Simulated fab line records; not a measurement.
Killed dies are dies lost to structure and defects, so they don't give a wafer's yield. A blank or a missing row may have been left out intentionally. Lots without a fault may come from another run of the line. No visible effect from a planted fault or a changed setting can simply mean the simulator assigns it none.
Matching of chambers -- flow nand harc -- 3 sister chambers for NHARC_P_CONTACT_DEP_30 on pecvd-01
The step deposits SiNx, target thk 30 nm. 18 wafers are shown with their chamber, then 9 later ones without.

== WAFERS WITH THEIR CHAMBER ==
wafer,chamber,heater power w (W)
L075.2,0,726
L075.3,2,902
L075.6,2,878
L077.1,1,598
L077.4,0,734
L077.5,2,913
L078.2,2,799
L078.4,2,784
L078.6,0,820
L081.1,2,911
L081.3,1,610
L081.4,0,783
L082.4,0,810
L082.5,2,779
L082.6,1,671
L086.1,2,834
L086.3,1,627
L086.6,2,842

SIGNATURES (means of the wafers above)
reading,chamber 0,chamber 1,chamber 2,scatter within a chamber
heater power w,774.60,626.50,849.11,47.6
Rule: a wafer lies at a distance from a chamber equal to the root of the sum of squares, over the readings, of (its reading less the chamber's mean, divided by the reading's scatter). The wafer belongs to the nearest chamber; if the next one is less than 2 further off, it can't be placed. The scatter: take each reading less its chamber's mean, square it, sum over the shown wafers, divide by the number of wafers less the number of chambers, and take the root.

== WAFERS WHOSE CHAMBER IS MISSING ==
wafer,heater power w (W)
L090.1,857
L090.2,691
L090.6,802
L091.2,796
L091.4,816
L091.5,634
L096.1,927
L096.2,837
L096.5,743

== EACH ONE'S CHAMBER ==
wafer,from the rows above,in truth
L090.1,can't be placed: 2 or 0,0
L090.2,can't be placed: 1 or 0 or 2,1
L090.6,can't be placed: 0 or 2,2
L091.2,can't be placed: 0 or 2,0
L091.4,can't be placed: 2 or 0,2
L091.5,1,1
L096.1,can't be placed: 2 or 0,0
L096.2,can't be placed: 2 or 0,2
L096.5,can't be placed: 0 or 2 or 1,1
Correctly placed: 1 of 9. Not placeable from these rows: 8 (in 8, the candidates include the true chamber). Number placed wrongly: 0.
